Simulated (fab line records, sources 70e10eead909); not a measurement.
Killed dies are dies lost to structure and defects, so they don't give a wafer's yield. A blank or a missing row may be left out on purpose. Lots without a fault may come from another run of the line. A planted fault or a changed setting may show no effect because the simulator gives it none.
A struck lot beside a sound one | flow nand_harc | 43 steps out of a route of 1159
Sound: wafers L466.3, L466.4, L466.6. Struck: wafers L479.2, L479.3, L479.5. The cause comes at the end.
At each step with rows: each side's tool, then ch and its chambers, then its first start. Under that, the readings that differ: sound wafers | struck wafers | difference of the means | sigmas: that difference in standard deviations of wafers without a fault.
alike: readings whose means differ by less than 2 such deviations, and words and numbers that are the same on both sides. not compared: withheld readings, readings that some wafer has no value for, bounds like >300 that may hide the same value, and numbers for which the record gives no deviation and whose values overlap.
The two part at a step that has a row with sigmas, a row that says differs or no value, or rows on one side only. Numbers that don't overlap but have no deviation are shown without sigmas and don't part them. A reading that every wafer of one side lacks parts them only if that side has two wafers or more.

first, 2 steps without rows for these wafers: NHARC_A_CONTACT_PEB_40 (peb time 65 s); NHARC_A_CONTACT_DEVELOP_41 (develop time 35 s).
NHARC_A_CONTACT_CD_MEAS_42: target cd 200 nm.
  sound on cd_sem-03 ch 0, day 16 23:25; struck on cd_sem-03 ch 0, day 20 12:34
  alike: cd_nm
NHARC_A_CONTACT_OVL_MEAS_43:
  sound on overlay-01, day 16 23:29; struck on overlay-01, day 20 12:40
  alike: overlay_x_nm, overlay_y_nm
NHARC_A_CONTACT_INSPECT_44:
  sound on defect_inspect-02, day 16 23:32; struck on defect_inspect-01, day 20 12:42
  reading          | sound  | struck   | difference | sigmas
  raw_defect_count | 4 8 11 | 41 42 34 | +31        | +2
NHARC_A_CONTACT_DESCUM_47: chemistry O2, time 3 s.
  sound on rie_diel-06 ch 0,1, day 16 23:37; struck on rie_diel-03 ch 2,3, day 20 12:46
  alike: drypump_motor_current_A, oes_product_au, rf_vpp_V, showerhead_plenum_p_Torr, throttle_valve_pct
  not compared: rf_hours_counter_h
NHARC_A_CONTACT_ETCH_48: etches the open film in CF4, target depth 39 nm, time 65 s.
  sound on rie_diel-06 ch 0,2,3, day 16 23:43; struck on rie_diel-03 ch 2,3, day 20 12:50
  alike: drypump_motor_current_A, oes_product_au, rf_vpp_V, showerhead_plenum_p_Torr, throttle_valve_pct
  not compared: rf_hours_counter_h
then, 5 steps without rows for these wafers: NHARC_A_CONTACT_ETCH_49 (etches the open film in N2/H2, target depth 260 nm, time 475.3 s); NHARC_A_CONTACT_ETCH_50 (etches the open film in CF4/CHF3, target depth 84.7 nm, time 42.4 s); NHARC_A_CONTACT_ETCH_51 (etches the open film in O2/COS, target depth 3600 nm, time 936 s); NHARC_A_CONTACT_ETCH_111 (etches the open film in C4F8/O2/Ar, time 140 s, target depth 700 nm); NHARC_A_CONTACT_ETCH_112 (etches the open film in C4F8/O2/Ar, time 94 s, target depth 922 nm).
NHARC_A_CONTACT_ETCH_113: etches the open film in C4F8/O2/Ar, time 94 s, target depth 922 nm.
  sound on har_cap_etch-02 ch 0,1, day 17 01:17; struck on har_cap_etch-02 ch 0,1, day 20 14:20
  not compared: rf_hours_counter_h
then, 1 step without rows for these wafers: NHARC_A_CONTACT_ETCH_114 (etches the open film in C4F8/O2/Ar, time 94 s, target depth 922 nm).
NHARC_A_CONTACT_ETCH_115: etches the open film in C4F8/O2/Ar, time 94 s, target depth 922 nm.
  sound on har_cap_etch-02 ch 0,1, day 17 01:28; struck on har_cap_etch-02 ch 0,1, day 20 14:31
  not compared: rf_hours_counter_h
then, 1 step without rows for these wafers: NHARC_A_CONTACT_ETCH_116 (etches the open film in C4F8/O2/Ar, time 94 s, target depth 922 nm).
NHARC_A_CONTACT_ETCH_117: etches the open film in C4F8/O2/Ar, time 94 s, target depth 922 nm.
  sound on har_cap_etch-02 ch 0,1, day 17 01:39; struck on har_cap_etch-02 ch 0,1, day 20 14:42
  not compared: rf_hours_counter_h
then, 4 steps without rows for these wafers: NHARC_A_CONTACT_ETCH_118 (etches the open film in C4F8/O2/Ar, time 94 s, target depth 922 nm); NHARC_A_CONTACT_ETCH_119 (etches the open film in C4F8/O2/Ar, time 94 s, target depth 922 nm); NHARC_A_CONTACT_ETCH_120 (etches the open film in C4F8/O2/Ar, time 94 s, target depth 922 nm); NHARC_A_CONTACT_ETCH_121 (etches the open film in C4F8/O2/Ar, time 94 s, target depth 922 nm).
NHARC_A_CONTACT_ETCH_122: etches the open film in C4F8/O2/Ar, time 95 s, target depth 930 nm.
  sound on har_cap_etch-02 ch 0,1, day 17 02:07; struck on har_cap_etch-02 ch 0,1, day 20 15:09
  not compared: rf_hours_counter_h
then, 3 steps without rows for these wafers: NHARC_A_CONTACT_ETCH_123 (etches the open film in C4F8/O2/Ar, time 253 s, target depth 1090 nm); NHARC_A_CONTACT_ETCH_90 (etches the open film in CH3F/O2, target depth 40 nm, time 85.7 s); NHARC_A_CONTACT_ETCH_96 (etches the open film in C4F6/O2, target depth 20 nm, time 10 s).
NHARC_A_CONTACT_CD_MEAS_53:
  sound on cd_sem-02, day 17 03:03; struck on cd_sem-01, day 20 16:04
  alike: cd_nm
then, 16 steps without rows for these wafers: NHARC_A_CONTACT_STRIP_99 (strips in N2/H2); NHARC_A_CONTACT_STRIP_100 (strips in CF4/CHF3); NHARC_A_CONTACT_STRIP_101 (strips in O2/COS); NHARC_A_CONTACT_ETCH_102 (etches the open film in CF4/O2, target depth 70 nm, overetch 7 nm, time 38.5 s); NHARC_A_CONTACT_STRIP_55 (strips in O2); NHARC_A_CONTACT_STRIP_56 (strips in post etch residue remover, time 600 s); NHARC_A_CONTACT_DEP_57 (deposits aC, target thk 2800 nm); NHARC_A_CONTACT_DEP_58 (deposits SiON, target thk 60 nm); NHARC_A_CONTACT_DEHYDRATE_59 (time 120 s); NHARC_A_CONTACT_HMDS_60 (time 30 s); NHARC_A_CONTACT_COAT_61 (time 75 s); NHARC_A_CONTACT_COAT_62 (time 65 s); NHARC_A_CONTACT_COAT_63 (resist thk 90 nm); NHARC_A_CONTACT_SOFTBAKE_64 (time 55 s); NHARC_A_CONTACT_EBR_65; NHARC_A_CONTACT_EXPOSE_66 (exposes mask A CC 2).
-- the record jumps here: 3 days lie between the struck wafers' starts before and after (it left off in module A_CONTACT and takes up again in module END, whose first step shown is number 1159 of the route) --
NHARC_END_SORT_01:
  the record has rows for the struck wafers here (prober-02 ch 0, day 23 23:13) and none for the sound ones

WHERE THEY PART
First at NHARC_A_CONTACT_INSPECT_44; last, within this record, at NHARC_END_SORT_01.

WHY: what the simulator had put in
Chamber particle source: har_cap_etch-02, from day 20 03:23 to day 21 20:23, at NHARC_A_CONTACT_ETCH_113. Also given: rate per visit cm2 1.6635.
